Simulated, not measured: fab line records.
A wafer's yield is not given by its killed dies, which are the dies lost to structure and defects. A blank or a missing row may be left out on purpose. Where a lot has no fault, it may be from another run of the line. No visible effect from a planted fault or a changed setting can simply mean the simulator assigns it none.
fab line records	flow n5Finfet
[record] lots = 4	wafers = 11	lastDay = 16
route steps=1938 shown HKMG_FIN@461 GATE_CUT@465 MOL_CONTACT_COAG@560 BEOL_M4@1111
lots with no fault: from the same line, run without faults
startH: hours from the record's first day to the start of the lot's first wafer shown	waitH: time in hours since the lot's previous step	" identical to the entry in the row above	L1.1+2: several wafers, shown together as one row	- either no value or no given start	* or withheld: withheld	< > ~ a bound
route shown NAME@n: NAME is a module with steps in the file, n the number in the route of the first one	usual: average and standard deviation across the fault-free wafers	same: alike in all rows	chamber/n: place in a boat	sites: per-site readings	_std_site: standard deviation across them	_edge_site: inner sites' mean taken away from outer sites' mean	radiusMm: for every site, how far away it sits from the centre of the wafer	mask NAME#n: copy n	behind: the tool/chamber that last shaped the wafer	hold: why the lot went on hold/how many hours it stayed there/how the hold came to an end	device: which transistor (n, p or np) failed to switch	end of line: tests run on the same wafers once the route is complete	for a step that has no rows: nothing shown but its recipe	killed: count of dies lost to structure and defects at first sort (not the wafer's yield)	map: a wafer's dies, marking killed ones x, the rest . and places with no die _
set.NAME: the setting as run; set.NAME@STEP: as run at that earlier step	model.NAME: the simulator's own value behind a step, which no gauge read
lots at selected steps of the route; one table per step, one row per wafer
services: the hour from which a tool's chamber was out of use, counted from the record's first day as startH (under 0 if before that day), plus the number of hours and why
[[steps]]
[step N5_HKMG_FIN_CMP_23]
[recipe] stopOn = SiNx	tOverpolishS = 10	postCmpClean = rinseOnly	downForcePsi = 4	platenRpm = 50.289	padVelocityMS = 1.0006	targetThkNm = 46.326
[step N5_HKMG_FIN_CMP_94]
[recipe] stopOn = SiNx	postCmpClean = wDiluteNh4oh	tOverpolishS = 4.7	downForcePsi = 4	platenRpm = 50.289	padVelocityMS = 1.0006	targetThkNm = 43.299
[step N5_GATE_CUT_ETCHBACK_00]
[recipe] chemistry = SF6/Cl2	target = W	pressureMtorr = 8	icpW = 900	biasW = 80	SF6_flow_sccm = 40	Cl2_flow_sccm = 60
[step N5_GATE_CUT_ETCH_56]
[recipe] chemistry = Cl2/Ar	target = TiN	targetDepthA = 216	pressureMtorr = 10	icpW = 600	biasW = 60	Cl2_flow_sccm = 40	Ar_flow_sccm = 60
[step N5_GATE_CUT_ETCHBACK_30]
[recipe] chemistry = Cl2/Ar	target = TiN	targetDepthA = 30	mode = isotropic	pressureMtorr = 10	icpW = 600	biasW = 60	Cl2_flow_sccm = 40	Ar_flow_sccm = 60
[step N5_GATE_CUT_VAPOR_ETCH_60]
[recipe] chemistry = BCl3/Cl2	target = HfO2	mode = isotropic
[step N5_GATE_CUT_ETCH_58]
[recipe] chemistry = CH3F/O2	target = SiNx	targetDepthA = 170	timeS = 128.6	ionEnergyEv = 50	pressureMtorr = 30	sourceW = 415	biasW = 21	Ar_flow_sccm = 150	CH3F_flow_sccm = 30	O2_flow_sccm = 20
[step N5_GATE_CUT_STRIP_59]
[recipe] chemistry = N2/H2	timeS = 20	powerW = 100	tempC = 40	pressureMtorr = 100	rfFrequencyHz = 6e+07	biasPowerW = 3	n2FlowSccm = 300	h2FlowSccm = 300
[step N5_GATE_CUT_PRECLEAN_31]
[recipe] tempC = 23	chemistry = DIW	timeS = 300
[step N5_GATE_CUT_SRD_32]
[recipe] timeS = 30	tempC = 23	rinseLiquid = diw	dry = ipaMarangoni
[step N5_GATE_CUT_SAC_CAP_01]
[recipe] material = SiNx	targetThkA = 240	tempC = 400	aldPrecursorFamily = SiH2I2	aldCoReactant = N2/H2-plasma	pulseTimeS = 1	aldCycles = 480	purgeTimeS = 2	coReactantPurgeTimeS = 2	pressureTorr = 2
[usual] aldCycles = 480/0	heaterPowerW = 837/91	precursorPulseHeightRel = 1.000/0.022
lot.wafer	tool	chamber	startH	waitH	aldCycles	heaterPowerW	precursorPulseHeightRel	model.SiNx_of_GATE_CUT_SAC_CAP_01.thkNm
L430.1	aldSin-03	2	79.59	0.0	480	903	0.987	24
L430.5	"	0	80.67	1.1	480	777	1.026	24
L430.6	"	1	"	"	480	914	1.010	24
L444.1	aldSin-04	1	166.01	1.2	480	925	1.006	24.2
L444.3	"	0	"	"	480	672	1.021	24
L444.4	"	2	"	"	480	859	0.982	24.2
L445.1	aldSin-03	0	171.00	0.3	322	737	1.005	16.2
L445.4	"	2	"	"	480	967	1.019	23.8
L445.5	"	1	172.08	1.4	480	922	0.980	24
L447.3	aldSin-03	3	182.56	0.2	480	796	0.980	24
L447.6	"	2	183.65	1.3	322	972	1.039	16.2
[step N5_GATE_CUT_PECVD_57]
[recipe] material = SiNx	targetThkA = 210	tempC = 400	precursor = SiH4/NH3/N2	pressureTorr = 1.5	rfW = 300
[step N5_GATE_CUT_CMP_02]
[recipe] stopOn = SiO2	tOverpolishS = 12.7	postCmpClean = alkalineBrush	downForcePsi = 2.5	platenRpm = 51.8	padVelocityMS = 1.0307	targetThkNm = 0
[step N5_GATE_CUT_HM_DEP_46]
[recipe] material = SiO2	targetThkA = 1300	tempC = 400	precursor = TEOS/O2	pressureTorr = 6.5	rfW = 900	teosFlowSccm = 161.4	gas = O2	flowSccm = 2650	timeS = 26.6
[step N5_GATE_CUT_COAT_34]
[recipe] resist = SOC	tempC = 250	timeS = 60	spinRpm = 1500	resistThkNm = 60
[step N5_GATE_CUT_COAT_35]
[recipe] resist = SiARC	tempC = 220	timeS = 60	spinRpm = 1500	resistThkNm = 10
[step N5_GATE_CUT_COAT_27]
[recipe] resist = underlayer	tempC = 205	timeS = 60	spinRpm = 1500	resistThkNm = 10
[step N5_GATE_CUT_COAT_07]
[recipe] resist = CAR-EUV	spinRpm = 1500	resistThkNm = 30
[step N5_GATE_CUT_EBR_09]
[recipe] solvent = PGMEA	ebrWidthMm = 1.5
[step N5_GATE_CUT_SOFTBAKE_08]
[recipe] tempC = 110	timeS = 60	resist = CAR-EUV
[step N5_GATE_CUT_EXPOSE_10]
[recipe] maskId = GATE_CUT	na = 0.33	sourceShape = annular	sigmaInner = 0.35	sigmaOuter = 0.8	polarization = unpolarized	targetCdNm = 20	doseMj = 43.25
[step N5_GATE_CUT_PEB_11]
[recipe] pebTempC = 100	pebTimeS = 60	resist = CAR-EUV
[step N5_GATE_CUT_DEVELOP_12]
[recipe] developTimeS = 30	developer = TMAH	resist = CAR-EUV	rinseLiquid = surfactantRinse	dry = airSpin	devTempC = 23
[step N5_GATE_CUT_DESCUM_18]
[recipe] chemistry = O2	timeS = 7	sourcePowerW = 50	biasPowerW = 20	pressureMtorr = 20	rfFrequencyHz = 2.712e+07	tempC = 40	resist = CAR-EUV	o2FlowSccm = 225
[step N5_GATE_CUT_ETCH_28]
[recipe] chemistry = N2/H2	target = underlayer	targetDepthA = 130	maskMaterial = CAR-EUV	timeS = 10.4	ionEnergyEv = 200	pressureMtorr = 30	sourceW = 840	biasW = 150	n2FlowSccm = 200	h2FlowSccm = 200	ends = cleared
[step N5_GATE_CUT_ETCH_36]
[recipe] chemistry = CF4	target = SiARC	targetDepthA = 130	maskMaterial = CAR-EUV	timeS = 21.7	ionEnergyEv = 80	pressureMtorr = 40	sourceW = 545	biasW = 36	Ar_flow_sccm = 100	cf4FlowSccm = 100	ends = cleared
[step N5_GATE_CUT_ETCH_37]
[recipe] chemistry = N2/H2	target = SOC	targetDepthA = 600	overetchA = 120	maskMaterial = SiARC	tempC = 40	timeS = 90	ionEnergyEv = 200	pressureMtorr = 30	sourceW = 840	biasW = 150	n2FlowSccm = 200	h2FlowSccm = 200
[step N5_GATE_CUT_STRIP_38]
[recipe] chemistry = N2/H2	tempC = 40	n2FlowSccm = 200	h2FlowSccm = 200	rfFrequencyHz = 6e+07
[step N5_GATE_CUT_STRIP_39]
[recipe] chemistry = N2/H2	tempC = 40	n2FlowSccm = 200	h2FlowSccm = 200	rfFrequencyHz = 6e+07
[step N5_GATE_CUT_HM_OPEN_40]
[recipe] chemistry = C4F6/O2	target = SiO2	maskMaterial = SiARC	targetDepthA = 1390	timeS = 85.1	ionEnergyEv = 250	pressureMtorr = 30	sourceW = 345	biasW = 185	Ar_flow_sccm = 300	C4F6_flow_sccm = 10	O2_flow_sccm = 10	ends = cleared
[step N5_GATE_CUT_STRIP_41]
[recipe] chemistry = CF4	resist = SiARC	powerW = 300	biasPowerW = 75	pressureMtorr = 50	cf4FlowSccm = 150	rfFrequencyHz = 6e+07
[step N5_GATE_CUT_STRIP_42]
[recipe] chemistry = O2	powerW = 400	tempC = 40	pressureMtorr = 30	rfFrequencyHz = 6e+07	biasPowerW = 0	overashFraction = 0.3	o2FlowSccm = 225
[step N5_GATE_CUT_ETCH_19]
[recipe] chemistry = CH3F/O2	target = SiNx	maskMaterial = SiO2	targetDepthA = 537	timeS = 76.7	pressureMtorr = 30	sourceW = 395	biasW = 73	Ar_flow_sccm = 150	CH3F_flow_sccm = 30	O2_flow_sccm = 20	ionEnergyEv = 120	ends = cleared
[step N5_GATE_CUT_CUT_ETCH_53]
[recipe] chemistry = SF6/Cl2	target = W	maskMaterial = SiO2	targetDepthA = 792	pressureMtorr = 8	icpW = 900	biasW = 80	SF6_flow_sccm = 40	Cl2_flow_sccm = 60	ends = cleared
[step N5_GATE_CUT_CUT_ETCH_54]
[recipe] chemistry = Cl2/BCl3	target = TiN	maskMaterial = SiO2	targetDepthA = 967	pressureMtorr = 10	icpW = 1000	biasW = 126	Cl2_flow_sccm = 53.25	bcl3FlowSccm = 21.75	Ar_flow_sccm = 25	ends = cleared
[step N5_GATE_CUT_CUT_ETCH_55]
[recipe] chemistry = BCl3	target = HfO2	maskMaterial = SiO2	targetDepthA = 32	ionEnergyEv = 30	pressureMtorr = 5	icpW = 450	biasW = 18	bcl3FlowSccm = 80
[step N5_MOL_CONTACT_COAG_CMP_28]
[recipe] stopOn = SiNx	tOverpolishS = 0.85	postCmpClean = alkalineBrush	downForcePsi = 4.15	platenRpm = 51.8	padVelocityMS = 1.0307	targetThkNm = 14.522
[usual] motorCurrentA = 12.5/1.2	timeToEndpointS = 4.0/2.4
lot.wafer	tool	chamber	startH	waitH	motorCurrentA	timeToEndpointS	model.SiNx_of_GATE_CUT_SAC_CAP_01.thkNm
L430.1	cmp-03	1	96.14	0.9	12.1	4.0	18
L430.6	"	2	"	"	13.3	5.8	18
L430.5	"	3	"	"	14.6	1.1	18
L444.4	cmp-03	3	181.76	0.8	12.7	0.2	18
L444.3	"	0	"	"	13.3	3.7	18
L444.1	"	1	"	"	13.1	4.7	18
L445.1	cmp-02	1	188.97	0.8	12.8	3.4	12
L445.4	"	3	"	"	12.2	1.6	17.8
L445.5	"	0	"	"	11.3	3.9	18
L447.3	cmp-03	3	197.44	0.9	13.7	2.5	17.8
L447.6	"	0	"	"	12.5	4.2	12
[step N5_MOL_CONTACT_COAG_THK_MEAS_29]
[recipe] reads = SiNx_of_GATE_CUT_PECVD_57+SiNx_of_GATE_CUT_SAC_CAP_01
[usual] MD_CAP_THK = 17.91/0.082
lot.wafer	tool	chamber	startH	waitH	MD_CAP_THK[nm]
L430.1	filmMetro-01	-	96.32	-	17.90
L430.5	"	-	"	"	18.00
L430.6	"	-	"	"	17.93
L444.1	filmMetro-01	-	182.05	-	18.07
L444.3	"	-	"	"	17.96
L444.4	"	-	"	"	18.03
L445.1	filmMetro-02	-	189.23	-	12.02
L445.4	"	-	"	"	17.77
L445.5	"	-	"	"	17.96
L447.3	filmMetro-02	-	197.62	-	17.91
L447.6	"	-	"	"	11.99
[step N5_MOL_CONTACT_COAG_ETCH_47]
[recipe] chemistry = CH3F/O2	target = SiNx	targetDepthA = 270	maskMaterial = SiO2	stopOn = W	overEtchFrac = 0.2	ionEnergyEv = 120	endpoint = OES-CN	pressureMtorr = 30	sourceW = 395	biasW = 73	Ar_flow_sccm = 150	CH3F_flow_sccm = 30	O2_flow_sccm = 20	ends = endPoint
[usual] drypumpMotorCurrentA = 5.7/0.61	etchRfOnTimeS = 31.0/0.64	oesProductAu = 0.73/0.083	rfVppV = 295/5.6	showerheadPlenumPTorr = 1.97/0.064	throttleValvePct = 16.35/0.25
lot.wafer	tool	chamber	startH	waitH	drypumpMotorCurrentA	etchRfOnTimeS	oesProductAu	rfHoursCounterH	rfVppV	showerheadPlenumPTorr	throttleValvePct	model.etch.tClearS	model.MOL_CONTACT_COAG.featureDepthNm	model.etch.depthNm
L430.1	rieDiel-06	3	100.33	0.0	6.7	31.8	0.63	238	293	1.96	16.64	26.5	18.6	17.91
L430.5	"	1	"	"	4.8	30.5	0.77	-	300	1.94	16.31	25.44	18.6	17.95
L430.6	"	0	"	"	5.2	31.3	0.80	-	300	1.97	16.27	26.1	18.6	17.98
L444.1	rieDiel-04	0	183.76	0.0	5.5	31.3	0.67	141	295	1.91	16.35	26.08	18.6	18.01
L444.3	"	3	"	"	5.7	30.4	0.76	66	293	1.96	16.54	25.33	18.6	17.92
L444.4	"	1	"	"	6.1	30.4	0.78	52	291	1.94	16.08	25.37	18.6	18.03
L445.1	rieDiel-04	0	191.70	0.0	5.5	21.3	0.67	143	295	1.91	16.34	17.75	12.4	12.04
L445.4	"	1	"	"	6.1	30.3	0.77	54	293	1.94	16.07	25.23	18.4	17.81
L445.5	"	2	"	"	5.8	32.0	0.61	-	291	1.98	16.63	26.66	18.6	17.98
L447.3	rieDiel-04	0	199.61	0.0	5.5	31.3	0.66	146	295	1.91	16.34	26.05	18.4	17.87
L447.6	"	1	"	"	6.1	20.2	0.77	-	291	1.94	16.05	16.87	12.4	12.04
[step N5_BEOL_M4_RC_MEAS_101]
[usual] DIBL_N = 36.0/1.6	DIBL_P = 36.1/2	IOFF_N = 0.160/0.029	IOFF_P = 0.21/0.039	ION_N = 675/13	ION_P = 464/8.8	SS_N = 71.5/0.58	SS_P = 73.3/0.65	VT_N = 250/3.3	VT_P = -249/3.6
lot.wafer	tool	chamber	startH	waitH	DIBL_N[mV/V]	DIBL_P[mV/V]	IOFF_N[nA/um]	IOFF_P[nA/um]	ION_N[uA/um]	ION_P[uA/um]	SS_N[mV/dec]	SS_P[mV/dec]	VT_N[mV]	VT_P[mV]
L430.1	prober-02	0	163.92	0.0	34.0	31.5	0.107	0.14	654	448	70.2	73.1	254	-256
L430.5	"	0	"	"	35.0	32.7	0.117	0.15	656	445	71.0	72.7	256	-255
L430.6	"	0	"	"	35.7	34.8	0.131	0.19	658	460	71.1	73.1	251	-252
L444.1	prober-02	0	244.03	0.0	36.5	35.4	0.163	0.22	673	463	71.4	73.5	250	-248
L444.3	"	0	"	"	34.7	34.4	0.143	0.20	686	467	71.8	72.1	249	-251
L444.4	"	0	"	"	37.0	36.9	0.184	0.24	688	476	71.2	74.4	243	-245
L445.1	prober-01	0	264.87	0.0	36.4	35.4	0.150	0.17	661	451	70.8	73.2	249	-254
L445.4	"	0	"	"	37.1	36.9	0.173	0.20	675	453	71.7	73.7	247	-252
L445.5	"	0	"	"	39.3	38.7	0.223	0.23	694	459	71.8	73.7	244	-251
L447.3	prober-01	0	268.39	0.3	36.0	37.0	0.182	0.21	694	475	71.1	73.8	245	-248
L447.6	"	0	"	"	36.5	38.0	0.188	0.21	694	474	71.4	73.8	247	-248
[[services]]
tool	chamber	startH	hours	kind
aldSin-03	2	65.32	6.0	repair
cmp-03	-	71.24	4.3	repair
rieDiel-06	3	81.71	6.0	repair
aldSin-03	-	85.89	14.0	pm
aldSin-03	0	85.89	14.0	ventCycle
aldSin-03	1	85.89	14.0	ventCycle
aldSin-03	2	85.89	14.0	ventCycle
aldSin-03	3	85.89	14.0	ventCycle
cmp-03	-	96.44	0.5	repair
aldSin-03	0	99.89	-	clean
aldSin-03	1	99.89	-	clean
aldSin-03	2	99.89	-	clean
aldSin-03	3	99.89	-	clean
cmp-02	-	102.12	2.7	repair
cmp-02	-	119.96	2.1	repair
rieDiel-04	1	120.81	9.9	repair
rieDiel-06	3	135.20	-	clean
rieDiel-06	3	135.20	-	consumableReplace:focusRing
rieDiel-06	3	135.20	16.4	scheduledDown
rieDiel-06	3	135.20	16.4	ventCycle
cmp-02	-	135.25	4.0	pm
cmp-02	-	139.25	-	consumableReplace:conditioner
rieDiel-04	0	148.13	8.1	repair
cmp-02	-	199.17	2.7	repair
[[key]]
[firstSign] step = N5_GATE_CUT_SAC_CAP_01	reading = aldCycles	direction = down	sigmas = 99+	usual = *	struck = *
[effect] step = N5_MOL_CONTACT_COAG_THK_MEAS_29	reading = MD_CAP_THK	direction = down	sigmas = 72	usual = 17.91	struck = 12.01
[effect] step = N5_MOL_CONTACT_COAG_ETCH_47	reading = etchRfOnTimeS	direction = down	sigmas = 16	usual = *	struck = *
[modelEffect] step = N5_GATE_CUT_SAC_CAP_01	value = SiNx_of_GATE_CUT_SAC_CAP_01.thkNm	without = 24	struck = 16.2
[modelEffect] step = N5_MOL_CONTACT_COAG_CMP_28	value = SiNx_of_GATE_CUT_SAC_CAP_01.thkNm	without = 18	struck = 12
[modelEffect] step = N5_MOL_CONTACT_COAG_ETCH_47	value = etch.tClearS	without = 25.79	struck = 17.31
metAt N5_GATE_CUT_SAC_CAP_01
struckWafers L445.1,L447.6
onsetBetween 79.59 171.00
[fault] kind = processParameterDrift	tool = aldSin-03	chamber = -	onsetH = 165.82	steps = N5_GATE_CUT_SAC_CAP_01	channel = aldCycles	offset = *	shape = step	endH = 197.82	scope = struckWafersOnly	actsIn = *	stated = *
